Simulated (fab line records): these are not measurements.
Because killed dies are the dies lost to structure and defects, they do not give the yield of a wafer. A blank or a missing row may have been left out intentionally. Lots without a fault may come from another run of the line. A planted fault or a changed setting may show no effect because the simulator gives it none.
Chamber matching	flow n5-finfet	rie-diel-05 running N5_BEOL_M0_SAQP_ETCH_49: 4 sister chambers
The step etches SiO2 in CF4/O2, target depth 37 nm. 4 wafers are shown with their chamber, then 9 later ones without.

== EACH WAFER AND ITS CHAMBER ==
wafer	chamber	showerhead-plenum-p-Torr (Torr)
L076.5	3	2.27
L081.3	1	2.15
L083.1	0	2.26
L083.6	2	2.21

== WAFERS MISSING THEIR CHAMBER ==
wafer	showerhead-plenum-p-Torr (Torr)
L086.3	2.27
L086.5	2.26
L086.6	2.27
L091.2	2.26
L091.3	2.21
L091.6	2.15
L093.1	2.25
L093.2	2.21
L093.5	2.14

== CHAMBER TAKEN BY EACH ==
wafer	from the rows above	in truth
L086.3	3	3
L086.5	0	0
L086.6	3	3
L091.2	0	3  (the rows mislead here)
L091.3	2	2
L091.6	1	1
L093.1	0	0
L093.2	2	2
L093.5	1	1
Correctly placed: 8 of 9. Number that these rows cannot place: 0. Placed wrongly: 1.
How it was worked out, from the rows above alone: a wafer's distance from a chamber is the root of the sum, over the readings, of the square of ((its reading less the chamber's mean) divided by the reading's scatter). The wafer belongs to the nearest chamber; if the next one is less than 2 further off, it can't be placed. The mean given for a chamber averages the wafers shown for that chamber. The scatter: with one shown wafer a chamber, the root of the mean of the squares of how far each hidden wafer lies from its nearest shown one.
